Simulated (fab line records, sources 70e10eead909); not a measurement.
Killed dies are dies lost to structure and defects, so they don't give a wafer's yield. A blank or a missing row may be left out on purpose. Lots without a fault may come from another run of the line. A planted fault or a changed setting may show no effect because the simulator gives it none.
fab line records | flow nand_harc
record lots=24 wafers=72 last_day=24
route steps=1159 shown A_CONTACT@874 A_BLC@980
lots that met no fault: from a run of the same line without faults
start_h: hours from the record's first day to the start of the lot's first wafer shown | wait_h: hours since the lot's step before | " the same as in the row above | L1.1+2: a row that stands for several wafers | - no value, or no start given | * or withheld: withheld | < > ~ a bound
route shown NAME@n: a module of which the file shows steps, and the number in the route of the first | usual: mean/standard deviation of fault-free wafers | same: alike in all rows | chamber/n: place in a boat | sites: the reading at each site | _std_site: their standard deviation | _edge_site: outer sites' mean less inner sites' | radius_mm: how far each site lies from the wafer's centre | mask NAME#n: copy n | behind: the tool/chamber that last shaped the wafer | hold: why the lot was held/for how many hours/how that ended | device: the transistor (n, p or np) that didn't switch | end of line: the same wafers' tests at the end of the route | a step without rows: its recipe alone | killed: dies lost to structure and defects at the first sort, not the wafer's yield | map: a wafer's dies, x killed, . not, _ none there
set.NAME: the setting as run; set.NAME@STEP: as run at that earlier step | model.NAME: the simulator's own value behind a step, which no gauge read
steps of the route over a sample of lots; a table a step, a row a wafer
services: from which hour (start_h, from the record's first day; less than 0 if before it) a tool's chamber was out of use, for how many hours, and why
## steps
# step NHARC_A_CONTACT_ETCH_123
# recipe source_w=withheld pressure_mtorr=20 bias_v=400 time_s=253 target_depth_a=10900 ar_flow_sccm=withheld c4f8_flow_sccm=11.5 o2_flow_sccm=7.2 chemistry=C4F8/O2/Ar
# same time_s=253
# columns lot.wafer tool chamber start_h wait_h rf_hours_counter_h
L074.1 har_cap_etch-01 0 357.86 0.1 54
L074.2 " 1 " " 54
L074.3 " 1 " " -
L075.1 har_cap_etch-01 0 370.49 0.1 56
L075.4 " 0 " " -
L075.3 " 1 " " -
L076.3 har_cap_etch-03 1 376.27 0.2 -
L076.6 " 0 " " -
L076.5 " 1 " " -
L077.2 har_cap_etch-01 1 376.42 0.1 58
L077.5 " 0 " " -
L077.6 " 1 " " -
L078.1 har_cap_etch-02 0 385.23 0.1 12
L078.4 " 0 " " -
L078.5 " 1 " " -
L079.2 har_cap_etch-02 1 397.05 0.1 14
L079.4 " 0 " " -
L079.3 " 1 " " -
L080.2 har_cap_etch-03 1 401.17 0.1 88
L080.4 " 1 " " -
L080.3 " 0 " " -
L081.2 har_cap_etch-01 1 406.50 0.1 64
L081.1 " 0 " " 64
L081.4 " 0 " " -
L082.2 har_cap_etch-03 0 428.22 0.1 92
L082.3 " 1 " " -
L082.4 " 0 " " -
L083.1 har_cap_etch-01 0 428.76 0.1 66
L083.2 " 1 " " 66
L083.4 " 1 " " -
L087.1 har_cap_etch-03 1 438.08 0.1 93
L087.2 " 0 " " 93
L087.4 " 1 " " -
L084.2 har_cap_etch-02 1 439.52 0.1 20
L084.4 " 1 " " -
L084.5 " 1 " " -
L086.3 har_cap_etch-03 0 442.36 0.2 -
L086.4 " 1 " " -
L086.6 " 0 " " -
L085.1 har_cap_etch-01 1 443.50 0.1 69
L085.3 " 1 " " -
L085.6 " 1 " " -
L088.2 har_cap_etch-02 0 447.01 0.1 22
L088.4 " 1 " " -
L088.5 " 0 " " -
L090.3 har_cap_etch-02 1 456.84 0.2 -
L090.5 " 1 " " -
L090.6 " 0 " " -
L089.2 har_cap_etch-01 0 457.26 0.1 73
L089.3 " 1 " " -
L089.4 " 0 " " -
L093.4 har_cap_etch-02 0 481.84 0.2 -
L093.3 " 1 " " -
L093.5 " 0 " " -
L092.2 har_cap_etch-01 1 487.35 0.1 76
L092.1 " 0 " " 76
L092.6 " 1 " " -
L094.4 har_cap_etch-02 1 491.38 0.2 -
L094.3 " 0 " " -
L094.6 " 0 " " -
L096.1 har_cap_etch-01 0 500.05 0.1 78
L096.4 " 0 " " -
L096.3 " 1 " " -
L091.4 har_cap_etch-03 0 500.11 0.2 -
L091.3 " 1 " " -
L091.5 " 0 " " -
L097.1 har_cap_etch-03 0 503.91 0.1 106
L097.3 " 1 " " -
L097.4 " 0 " " -
L095.1 har_cap_etch-01 0 510.83 0.2 80
L095.4 " 0 " " -
L095.6 " 1 " " -
# step NHARC_A_CONTACT_CD_MEAS_08
# recipe target_cd_nm=100 landing_energy_ev=500
# usual cd_nm=100.1/0.42
# columns lot.wafer tool chamber start_h wait_h cd_nm
L074.1 cd_sem-01 0 375.84 - 100.2
L074.2 " 0 " " 99.8
L074.3 " 0 " " 99.5
L075.1 cd_sem-03 0 385.29 - 99.7
L075.3 " 0 " " 100.1
L075.4 " 0 " " 99.9
L076.3 cd_sem-02 0 390.59 - 99.6
L076.5 " 0 " " 99.5
L076.6 " 0 " " 100.2
L077.2 cd_sem-03 0 392.78 - 100.4
L077.5 " 0 " " 100.3
L077.6 " 0 " " 100.5
L078.1 cd_sem-03 0 396.24 - 100.6
L078.4 " 0 " " 99.5
L078.5 " 0 " " 100.1
L079.2 cd_sem-01 0 407.90 - 100.2
L079.3 " 0 " " 99.9
L079.4 " 0 " " 100.2
L080.2 cd_sem-02 0 411.90 - 100.8
L080.3 " 0 " " 100.8
L080.4 " 0 " " 100.6
L081.1 cd_sem-03 0 417.78 - 99.9
L081.2 " 0 " " 100.2
L081.4 " 0 " " 100.1
L082.2 cd_sem-02 0 442.01 - 100.4
L082.3 " 0 " " 100.4
L082.4 " 0 " " 100.4
L083.1 cd_sem-02 0 443.24 - 100.3
L083.2 " 0 " " 100.4
L083.4 " 0 " " 100.2
L087.1 cd_sem-02 0 451.38 - 100.1
L087.2 " 0 " " 100.0
L087.4 " 0 " " 99.5
L084.2 cd_sem-02 0 454.96 - 99.8
L084.4 " 0 " " 99.0
L084.5 " 0 " " 99.4
L086.3 cd_sem-02 0 456.35 - 99.8
L086.4 " 0 " " 99.8
L086.6 " 0 " " 100.2
L085.1 cd_sem-02 0 456.98 - 99.6
L085.3 " 0 " " 99.5
L085.6 " 0 " " 99.2
L088.2 cd_sem-02 0 459.64 - 100.8
L088.4 " 0 " " 99.9
L088.5 " 0 " " 100.4
L090.3 cd_sem-01 0 469.55 - 100.6
L090.5 " 0 " " 100.9
L090.6 " 0 " " 100.9
L089.2 cd_sem-02 0 470.78 - 99.7
L089.3 " 0 " " 99.7
L089.4 " 0 " " 99.7
L093.3 cd_sem-02 0 494.11 - 99.7
L093.4 " 0 " " 100.1
L093.5 " 0 " " 99.7
L092.1 cd_sem-03 0 498.72 - 100.0
L092.2 " 0 " " 100.8
L092.6 " 0 " " 100.4
L094.3 cd_sem-03 0 505.16 - 100.3
L094.4 " 0 " " 99.9
L094.6 " 0 " " 101.1
L091.3 cd_sem-03 0 512.78 - 100.2
L091.4 " 0 " " 100.4
L091.5 " 0 " " 101.0
L096.1 cd_sem-01 0 513.67 - 100.6
L096.3 " 0 " " 100.6
L096.4 " 0 " " 100.0
L097.1 cd_sem-03 0 518.39 - 99.9
L097.3 " 0 " " 100.5
L097.4 " 0 " " 99.7
L095.1 cd_sem-03 0 523.67 - 100.4
L095.4 " 0 " " 100.1
L095.6 " 0 " " 100.6
# step NHARC_A_CONTACT_INSPECT_10
# usual raw_defect_count=29/15
# columns lot.wafer tool chamber start_h wait_h raw_defect_count
L074.1 defect_inspect-01 - 375.96 0.0 36
L074.2 " - " " 33
L074.3 " - " " 49
L075.1 defect_inspect-01 - 385.41 0.0 29
L075.3 " - " " 31
L075.4 " - " " 35
L076.3 defect_inspect-02 - 390.72 0.0 18
L076.5 " - " " 16
L076.6 " - " " 13
L077.2 defect_inspect-01 - 392.91 0.0 29
L077.5 " - " " 28
L077.6 " - " " 23
L078.1 defect_inspect-02 - 396.36 0.0 39
L078.4 " - " " 33
L078.5 " - " " 29
L079.2 defect_inspect-02 - 408.02 0.0 21
L079.3 " - " " 32
L079.4 " - " " 27
L080.2 defect_inspect-02 - 412.02 0.0 46
L080.3 " - " " 35
L080.4 " - " " 42
L081.1 defect_inspect-02 - 417.90 0.0 8
L081.2 " - " " 10
L081.4 " - " " 8
L082.2 defect_inspect-02 - 442.13 0.0 14
L082.3 " - " " 13
L082.4 " - " " 16
L083.1 defect_inspect-02 - 443.36 0.0 33
L083.2 " - " " 29
L083.4 " - " " 35
L087.1 defect_inspect-02 - 451.51 0.0 18
L087.2 " - " " 15
L087.4 " - " " 16
L084.2 defect_inspect-01 - 455.08 0.0 12
L084.4 " - " " 8
L084.5 " - " " 11
L086.3 defect_inspect-01 - 456.47 0.0 22
L086.4 " - " " 26
L086.6 " - " " 33
L085.1 defect_inspect-02 - 457.11 0.0 38
L085.3 " - " " 43
L085.6 " - " " 47
L088.2 defect_inspect-01 - 459.76 0.0 36
L088.4 " - " " 29
L088.5 " - " " 40
L090.3 defect_inspect-02 - 469.67 0.0 35
L090.5 " - " " 25
L090.6 " - " " 26
L089.2 defect_inspect-02 - 470.90 0.0 21
L089.3 " - " " 36
L089.4 " - " " 29
L093.3 defect_inspect-02 - 494.23 0.0 11
L093.4 " - " " 19
L093.5 " - " " 24
L092.1 defect_inspect-01 - 498.84 0.0 64
L092.2 " - " " 51
L092.6 " - " " 54
L094.3 defect_inspect-02 - 505.28 0.0 31
L094.4 " - " " 40
L094.6 " - " " 38
L091.3 defect_inspect-01 - 512.90 0.0 50
L091.4 " - " " 63
L091.5 " - " " 60
L096.1 defect_inspect-01 - 513.79 0.0 66
L096.3 " - " " 60
L096.4 " - " " 53
L097.1 defect_inspect-01 - 518.52 0.0 18
L097.3 " - " " 23
L097.4 " - " " 20
L095.1 defect_inspect-02 - 523.80 0.0 12
L095.4 " - " " 18
L095.6 " - " " 12
# step NHARC_A_CONTACT_ETCH_31
# recipe target_depth_a=20000 over_etch_frac=0.3 time_s=520 ion_energy_ev=150 o2_flow_sccm=400 cos_flow_sccm=20 ar_flow_sccm=0 rf_w=500 bias_w=300 chemistry=O2/COS
# usual drypump_motor_current_A=6.0/0.37 oes_product_au=1.004/0.0072 rf_vpp_V=314.8/1.9 showerhead_plenum_p_Torr=3.17/0.13 throttle_valve_pct=28.330/0.0097
# same time_s=520
# columns lot.wafer tool chamber start_h wait_h drypump_motor_current_A oes_product_au rf_hours_counter_h rf_vpp_V showerhead_plenum_p_Torr throttle_valve_pct
L074.1 rie_diel-05 2 - - 6.2 1.006 6 314.9 3.21 28.320
L074.2 " 3 " " 5.9 1.008 7 316.5 3.28 28.334
L074.3 " 0 " " 6.3 1.011 7 316.0 3.25 28.334
L075.3 rie_diel-08 2 - - 5.3 0.997 33 316.3 3.32 28.337
L075.4 " 0 " " 6.2 1.000 30 316.0 3.22 28.323
L075.1 " 1 " " 5.6 1.003 28 311.6 2.91 28.321
L076.3 rie_diel-08 2 - - 5.3 0.991 36 317.8 3.32 28.318
L076.6 " 3 " " 5.5 0.998 - 312.5 3.00 28.346
L076.5 " 0 " " 6.2 0.996 - 314.8 3.22 28.325
L077.2 rie_diel-05 0 - - 6.3 1.014 11 316.1 3.25 28.328
L077.5 " 1 " " 5.3 1.008 - 315.4 3.28 28.338
L077.6 " 2 " " 6.2 1.006 - 315.2 3.21 28.333
L078.1 rie_diel-05 0 - - 6.4 1.017 11 316.0 3.25 28.331
L078.4 " 3 " " 5.9 0.996 11 317.2 3.28 28.323
L078.5 " 1 " " 5.3 0.999 - 315.8 3.28 28.332
L079.3 rie_diel-11 0 - - 6.0 0.998 9 316.4 3.17 28.330
L079.4 " 1 " " 6.2 1.004 10 316.5 3.22 28.332
L079.2 " 2 " " 5.8 0.991 10 313.2 3.09 28.334
L080.2 rie_diel-05 3 - - 5.9 0.998 13 316.0 3.28 28.327
L080.4 " 0 " " 6.3 0.996 14 317.1 3.25 28.340
L080.3 " 2 " " 6.2 1.005 13 314.9 3.21 28.337
L081.4 rie_diel-11 3 - - 6.5 1.020 11 312.0 2.91 28.332
L081.2 " 0 " " 6.0 1.006 11 315.8 3.17 28.326
L081.1 " 1 " " 6.1 1.019 12 316.5 3.22 28.323
L082.4 rie_diel-05 1 - - 5.3 1.006 18 316.7 3.27 28.338
L082.3 " 3 " " 5.9 1.012 17 315.7 3.28 28.315
L082.2 " 0 " " 6.3 1.008 19 314.4 3.24 28.322
L083.2 rie_diel-11 2 - - 5.8 1.008 24 312.9 3.08 28.316
L083.1 " 3 " " 6.5 1.013 21 312.3 2.91 28.346
L083.4 " 0 " " 6.0 1.008 20 313.6 3.17 28.340
L087.2 rie_diel-05 3 - - 5.9 1.008 19 316.8 3.28 28.338
L087.1 " 0 " " 6.3 1.007 21 315.7 3.24 28.321
L087.4 " 1 " " 5.3 1.003 20 316.0 3.27 28.330
L084.2 rie_diel-05 3 - - 5.9 1.001 20 316.9 3.28 28.335
L084.4 " 2 " " 6.2 1.017 22 315.6 3.21 28.321
L084.5 " 0 " " 6.3 1.014 - 314.7 3.24 28.329
L086.3 rie_diel-11 3 - - 6.5 1.014 27 308.3 2.91 28.341
L086.4 " 0 " " 6.0 0.994 27 314.6 3.16 28.343
L086.6 " 3 " " 6.5 0.999 - 311.1 2.91 28.315
L085.3 rie_diel-11 0 - - 6.0 0.995 27 316.2 3.16 28.341
L085.1 " 1 " " 6.2 1.006 30 314.9 3.21 28.337
L085.6 " 0 " " 6.0 0.996 - 314.6 3.16 28.331
L088.4 rie_diel-05 0 - - 6.3 1.016 23 315.4 3.24 28.321
L088.2 " 2 " " 6.2 1.008 22 314.5 3.21 28.321
L088.5 " 3 " " 5.9 1.005 - 316.3 3.28 28.320
L090.3 rie_diel-11 3 - - 6.5 1.009 29 310.3 2.90 28.323
L090.5 " 3 " " 6.5 1.019 - 309.6 2.90 28.328
L090.6 " 0 " " 6.0 1.010 - 315.5 3.16 28.347
L089.2 rie_diel-11 3 - - 6.5 1.009 29 311.3 2.90 28.340
L089.4 " 0 " " 6.0 1.009 30 314.5 3.16 28.332
L089.3 " 2 " " 5.8 0.997 32 315.2 3.08 28.335
L093.3 rie_diel-05 3 - - 5.9 0.987 25 316.2 3.27 28.327
L093.4 " 1 " " 5.3 1.007 27 316.1 3.27 28.315
L093.5 " 0 " " 6.4 0.997 - 317.4 3.24 28.333
L092.2 rie_diel-05 0 - - 6.4 1.005 31 314.6 3.24 28.335
L092.1 " 1 " " 5.3 1.004 29 315.7 3.27 28.334
L092.6 " 1 " " 5.3 1.004 - 316.8 3.27 28.340
L094.3 rie_diel-08 0 - - 6.2 1.005 10 315.6 3.20 28.314
L094.4 " 1 " " 5.6 0.997 10 317.6 3.37 28.342
L094.6 " 1 " " 5.6 1.005 - 318.2 3.37 28.343
L091.3 rie_diel-11 1 - - 6.2 1.017 50 315.0 3.20 28.318
L091.4 " 2 " " 5.8 0.997 49 312.9 3.07 28.325
L091.5 " 1 " " 6.2 0.999 - 315.1 3.20 28.341
L096.4 rie_diel-11 1 - - 6.2 1.017 50 315.6 3.20 28.331
L096.3 " 2 " " 5.8 1.002 50 313.6 3.07 28.311
L096.1 " 3 " " 6.5 1.013 49 310.2 2.89 28.326
L097.1 rie_diel-08 3 - - 5.4 0.994 14 311.8 2.98 28.322
L097.3 " 1 " " 5.6 0.999 15 318.2 3.36 28.335
L097.4 " 2 " " 5.3 1.009 14 316.2 3.30 28.332
L095.4 rie_diel-11 1 - - 6.1 1.012 55 314.9 3.19 28.324
L095.1 " 0 " " 6.0 1.002 53 315.4 3.15 28.322
L095.6 " 1 " " 6.2 1.013 - 314.5 3.19 28.329
# step NHARC_A_CONTACT_ETCH_139
# recipe source_w=withheld pressure_mtorr=20 bias_v=400 time_s=137 target_depth_a=5900 ar_flow_sccm=withheld c4f8_flow_sccm=11.5 o2_flow_sccm=7.2 chemistry=C4F8/O2/Ar
# same time_s=137
# columns lot.wafer tool chamber start_h wait_h rf_hours_counter_h
L074.1 har_cap_etch-02 0 377.72 0.1 11
L074.2 " 1 " " 11
L074.3 " 1 " " -
L075.1 har_cap_etch-02 1 387.22 0.1 13
L075.4 " 0 " " -
L075.3 " 1 " " -
L076.3 har_cap_etch-02 1 392.59 0.1 -
L076.5 " 1 " " -
L076.6 " 0 " " -
L077.2 har_cap_etch-03 0 394.68 0.1 87
L077.6 " 0 " " -
L077.5 " 1 " " -
L078.1 har_cap_etch-01 0 398.15 0.1 63
L078.4 " 1 " " -
L078.5 " 0 " " -
L079.2 har_cap_etch-02 0 410.00 0.1 16
L079.4 " 0 " " -
L079.3 " 1 " " -
L080.2 har_cap_etch-03 1 413.81 0.1 91
L080.3 " 0 " " -
L080.4 " 1 " " -
L081.2 har_cap_etch-02 0 419.65 0.1 17
L081.1 " 1 " " 17
L081.4 " 0 " " -
L082.2 har_cap_etch-02 1 443.87 0.1 20
L082.4 " 1 " " -
L082.3 " 0 " " -
L083.2 har_cap_etch-01 1 445.27 0.1 70
L083.1 " 0 " " 70
L083.4 " 0 " " -
L087.1 har_cap_etch-01 1 453.25 0.1 72
L087.2 " 0 " " 72
L087.4 " 1 " " -
L084.2 har_cap_etch-03 0 456.93 0.1 99
L084.4 " 0 " " -
L084.5 " 0 " " -
L086.3 har_cap_etch-03 0 458.39 0.1 -
L086.4 " 1 " " -
L086.6 " 0 " " -
L085.1 har_cap_etch-02 1 459.09 0.1 25
L085.3 " 1 " " -
L085.6 " 1 " " -
L088.2 har_cap_etch-01 0 461.64 0.1 74
L088.4 " 1 " " -
L088.5 " 1 " " -
L090.3 har_cap_etch-01 1 471.49 0.1 -
L090.6 " 1 " " -
L090.5 " 0 " " -
L089.2 har_cap_etch-03 1 472.86 0.1 102
L089.3 " 1 " " -
L089.4 " 0 " " -
L093.3 har_cap_etch-03 1 496.06 0.1 -
L093.4 " 0 " " -
L093.5 " 1 " " -
L092.1 har_cap_etch-02 0 500.81 0.1 31
L092.2 " 1 " " 31
L092.6 " 1 " " -
L094.3 har_cap_etch-01 0 507.94 0.2 -
L094.4 " 1 " " -
L094.6 " 0 " " -
L091.3 har_cap_etch-03 0 514.72 0.1 -
L091.4 " 1 " " -
L091.5 " 0 " " -
L096.1 har_cap_etch-01 1 515.63 0.1 81
L096.4 " 0 " " -
L096.3 " 1 " " -
L097.1 har_cap_etch-03 1 520.25 0.1 109
L097.4 " 1 " " -
L097.3 " 0 " " -
L095.1 har_cap_etch-03 1 526.05 0.1 110
L095.4 " 0 " " -
L095.6 " 1 " " -
# step NHARC_A_BLC_ETCH_18
# recipe target_depth_a=9100 c4f8_flow_sccm=20 o2_flow_sccm=10 ar_flow_sccm=withheld rf_w=600 bias_w=1500 chemistry=C4F8/O2/Ar
# usual oes_product_au=0.949/0.021 rf_vpp_V=978/4.9
# columns lot.wafer tool chamber start_h wait_h oes_product_au rf_hours_counter_h rf_vpp_V
L074.1 rie_diel-13 2 - - 0.966 11 971
L074.3 " 3 " " 0.963 11 982
L074.2 " 0 " " 0.976 11 983
L075.3 rie_diel-13 1 - - 0.916 13 981
L075.4 " 2 " " 0.922 13 971
L075.1 " 0 " " 0.926 12 981
L076.3 rie_diel-04 0 - - 0.931 10 979
L076.5 " 0 " " 0.925 - 978
L076.6 " 1 " " 0.927 - 980
L077.2 rie_diel-13 1 - - 0.921 14 982
L077.5 " 0 " " 0.924 - 980
L077.6 " 1 " " 0.923 - 981
L078.4 rie_diel-09 1 - - 0.919 54 977
L078.1 " 0 " " 0.925 53 977
L078.5 " 2 " " 0.916 - 976
L079.4 rie_diel-13 1 - - 0.915 14 980
L079.3 " 2 " " 0.922 14 972
L079.2 " 3 " " 0.921 13 980
L080.3 rie_diel-04 0 - - 0.974 12 979
L080.4 " 1 " " 0.983 13 979
L080.2 " 3 " " 0.969 12 968
L081.4 rie_diel-04 1 - - 0.925 14 979
L081.1 " 2 " " 0.915 13 983
L081.2 " 3 " " 0.926 13 968
L082.2 rie_diel-04 1 - - 0.938 16 981
L082.4 " 2 " " 0.933 16 981
L082.3 " 3 " " 0.941 16 969
L083.2 rie_diel-09 2 - - 0.949 7 978
L083.4 " 3 " " 0.954 7 986
L083.1 " 1 " " 0.946 6 976
L087.1 rie_diel-04 1 - - 0.959 18 979
L087.2 " 3 " " 0.959 17 968
L087.4 " 1 " " 0.966 - 978
L084.2 rie_diel-04 0 - - 0.978 17 979
L084.4 " 2 " " 0.952 17 982
L084.5 " 0 " " 0.984 - 978
L086.3 rie_diel-13 1 - - 0.955 0 979
L086.4 " 2 " " 0.951 0 973
L086.6 " 0 " " 0.963 - 981
L085.1 rie_diel-09 3 - - 0.952 13 987
L085.3 " 1 " " 0.985 13 975
L085.6 " 2 " " 0.975 - 977
L088.2 rie_diel-13 0 - - 0.989 2 980
L088.4 " 1 " " 0.962 2 980
L088.5 " 0 " " 0.972 - 980
L090.3 rie_diel-04 2 - - 0.971 1 982
L090.5 " 3 " " 0.959 - 968
L090.6 " 0 " " 0.971 - 978
L089.2 rie_diel-13 2 - - 0.945 2 972
L089.4 " 0 " " 0.939 2 980
L089.3 " 1 " " 0.936 2 981
L093.3 rie_diel-13 2 - - 0.967 4 972
L093.4 " 3 " " 0.967 4 981
L093.5 " 2 " " 0.974 - 971
L092.2 rie_diel-04 2 - - 0.963 3 980
L092.1 " 3 " " 0.962 4 968
L092.6 " 3 " " 0.968 - 967
L094.3 rie_diel-13 2 - - 0.922 5 971
L094.4 " 1 " " 0.921 5 980
L094.6 " 2 " " 0.924 - 971
L091.3 rie_diel-04 3 - - 0.926 7 967
L091.4 " 1 " " 0.925 - 979
L091.5 " 2 " " 0.918 - 982
L096.1 rie_diel-13 2 - - 0.978 7 972
L096.4 " 0 " " 0.957 6 981
L096.3 " 1 " " 0.967 7 981
L097.3 rie_diel-04 3 - - 0.953 8 969
L097.1 " 2 " " 0.952 7 982
L097.4 " 1 " " 0.956 - 978
L095.1 rie_diel-04 1 - - 0.958 8 978
L095.6 " 3 " " 0.967 - 967
L095.4 " 2 " " 0.956 - 984
## services
# columns tool chamber start_h hours kind
rie_diel-04 0 340.37 7.3 repair
rie_diel-05 - 340.62 9.0 pm
rie_diel-08 0 341.33 3.9 repair
rie_diel-08 1 343.02 7.6 repair
rie_diel-08 3 343.92 6.9 repair
rie_diel-04 1 347.17 - clean
rie_diel-11 - 366.51 9.0 pm
rie_diel-13 3 384.56 8.6 repair
rie_diel-08 2 418.57 3.9 repair
rie_diel-09 - 431.10 9.0 pm
rie_diel-05 3 433.93 4.6 repair
rie_diel-08 2 440.89 3.3 repair
rie_diel-13 - 453.00 9.0 pm
rie_diel-04 2 456.85 3.1 repair
rie_diel-04 - 466.09 9.0 pm
rie_diel-08 - 479.31 9.0 pm
har_cap_etch-01 - 481.07 0.2 repair
rie_diel-09 1 483.42 2.3 repair
rie_diel-04 2 490.01 6.0 repair
rie_diel-04 0 495.67 81.4 repair
rie_diel-05 3 497.47 16.2 repair
har_cap_etch-02 - 509.96 0.2 repair
har_cap_etch-03 - 516.82 0.2 repair
rie_diel-05 - 517.74 9.0 pm
## key
fault none
